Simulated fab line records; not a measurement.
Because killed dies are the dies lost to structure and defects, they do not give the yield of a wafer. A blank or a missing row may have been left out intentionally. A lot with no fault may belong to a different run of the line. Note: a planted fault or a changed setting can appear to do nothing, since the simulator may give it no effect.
Lot-split experiment -- flow n5_finfet -- on a route of 1938 steps: 7 lots, 39 wafers read

THE SPLIT
At N5_BEOL_M3_CVD_47 (deposits Co from CCTBA/H2, target thk 3 nm, time 223.8 s), the setting target_thk_a was moved away from the recipe's 30 angstrom on 15 of the 39 wafers read, by -58.1% to +46.4%. For the rest of the wafers, this setting stayed at what the recipe calls for.

The reading is taken at the split's own step.

THE READING
Co_of_BEOL_M3_CVD_47.thk_nm (the simulator's own value, which no gauge read), in nm, at N5_BEOL_M3_CVD_47 (deposits Co from CCTBA/H2, target thk 3 nm, time 223.8 s). The file gives no usual value for it. Here, 24 wafers ran the recipe; their average is 3.1 nm with a standard deviation of 0.087 nm.

wafer,"tool, chamber at the split","target_thk_a as run, angstrom",against the recipe,"Co_of_BEOL_M3_CVD_47.thk_nm, nm",against lot-mates on the recipe
L075.1,"cvd_co-01, 2,0",37.41,+24.7%,3.8,+0.8
L075.2,"cvd_co-01, 2,0",37.41,+24.7%,3.8,+0.8
L075.3,"cvd_co-01, 1,2,1",30,recipe,3,-
L075.4,"cvd_co-01, 1,2,1",30,recipe,3,-
L075.5,"cvd_co-01, 1,2,1",30,recipe,3,-
L075.6,"cvd_co-01, 0",37.41,+24.7%,3.6,+0.6
L079.1,"cvd_co-02, 0",43.93,+46.4%,4.4,+1.3
L079.4,"cvd_co-02, 0",43.93,+46.4%,4.4,+1.3
L079.2,"cvd_co-02, 2",30,recipe,3.2,-
L079.3,"cvd_co-02, 1",30,recipe,3,-
L079.5,"cvd_co-02, 1",30,recipe,3,-
L079.6,"cvd_co-02, 2",43.93,+46.4%,4.6,+1.5
L083.1,"cvd_co-01, 1,0,1",15.7,-47.7%,1.6,-1.4
L083.2,"cvd_co-01, 1,0,1",15.7,-47.7%,1.6,-1.4
L083.5,"cvd_co-01, 1,0,1",15.7,-47.7%,1.6,-1.4
L083.3,"cvd_co-01, 2,0,2",30,recipe,3,-
L083.4,"cvd_co-01, 2,0,2",30,recipe,3,-
L083.6,"cvd_co-01, 2,0,2",30,recipe,3,-
L087.1,"cvd_co-02, 1",30,recipe,3,-
L087.5,"cvd_co-02, 1",30,recipe,3,-
L087.2,"cvd_co-02, 2,0,0",12.58,-58.1%,1.2,-1.9
L087.3,"cvd_co-02, 2,0,0",12.58,-58.1%,1.2,-1.9
L087.6,"cvd_co-02, 2,0,0",12.58,-58.1%,1.2,-1.9
L087.4,"cvd_co-02, 2",30,recipe,3.2,-
L090.1,"cvd_co-02, 1,2,1",30,recipe,3,-
L090.2,"cvd_co-02, 1,2,1",30,recipe,3,-
L090.4,"cvd_co-02, 1,2,1",30,recipe,3,-
L092.1,"cvd_co-02, 2,1",30,recipe,3.2,-
L092.3,"cvd_co-02, 2,1",30,recipe,3.2,-
L092.2,"cvd_co-02, 0,2,0,1",30,recipe,3,-
L092.4,"cvd_co-02, 0,2,0,1",30,recipe,3,-
L092.5,"cvd_co-02, 0,2,0,1",30,recipe,3,-
L092.6,"cvd_co-02, 0,2,0,1",30,recipe,3,-
L096.1,"cvd_co-02, 0,2",30,recipe,3.2,-
L096.6,"cvd_co-02, 0,2",30,recipe,3.2,-
L096.2,"cvd_co-02, 1",30,recipe,3,-
L096.3,"cvd_co-02, 2,1,0",20.23,-32.6%,2.2,-0.9
L096.4,"cvd_co-02, 2,1,0",20.23,-32.6%,2.2,-0.9
L096.5,"cvd_co-02, 2,1,0",20.23,-32.6%,2.2,-0.9
Rows listing several chambers each stand for several wafers; the file does not say which wafer went through which chamber.

FIT RESULTS
A straight line over all 39 wafers: Co_of_BEOL_M3_CVD_47.thk_nm changes by +0.0303 nm for each +1% of target_thk_a; r = +0.99; the points scatter about the line by 0.094 nm.
The same after taking each lot's own level away (the mean of its wafers on the recipe; 39 wafers): +0.0305 nm for each +1%; r = +1.00; scatter 0.08 nm.
Per that fit: largest target_thk_a move, reading shift of 1.8 nm.
The lots' own levels span 3.00 to 3.13 nm, that is 1.5 times the standard deviation above.
The two slopes are in agreement: the lot-to-lot level therefore moves the slope only a little.
Check: with one of the wafers moved furthest among these (-58.1%) left out of the fit, the line predicts -1.76 nm for it against its lot-mates. Against them it came out at -1.87 nm.

FURTHER SPLITS ON THESE WAFERS
Before the reading, these wafers also passed through other splits. Each is held against what the fit with the lots' levels taken away leaves over:
other split on the same wafers,wafers away from the commonest value,r with Co_of_BEOL_M3_CVD_47.thk_nm (lot level and that fit taken away)
N5_SD_EPI_N_DEVELOP_08 develop_time_s,18,+0.15
N5_SD_EPI_P_DESCUM_14 time_s,12,+0.05
N5_BEOL_M0_SAQP_PECVD_00 time_s,9,-0.21

THE FILE'S OWN FIT
Co_of_BEOL_M3_CVD_47.thk_nm changes by +0.0305 nm for each +1% of target_thk_a, r = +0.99.
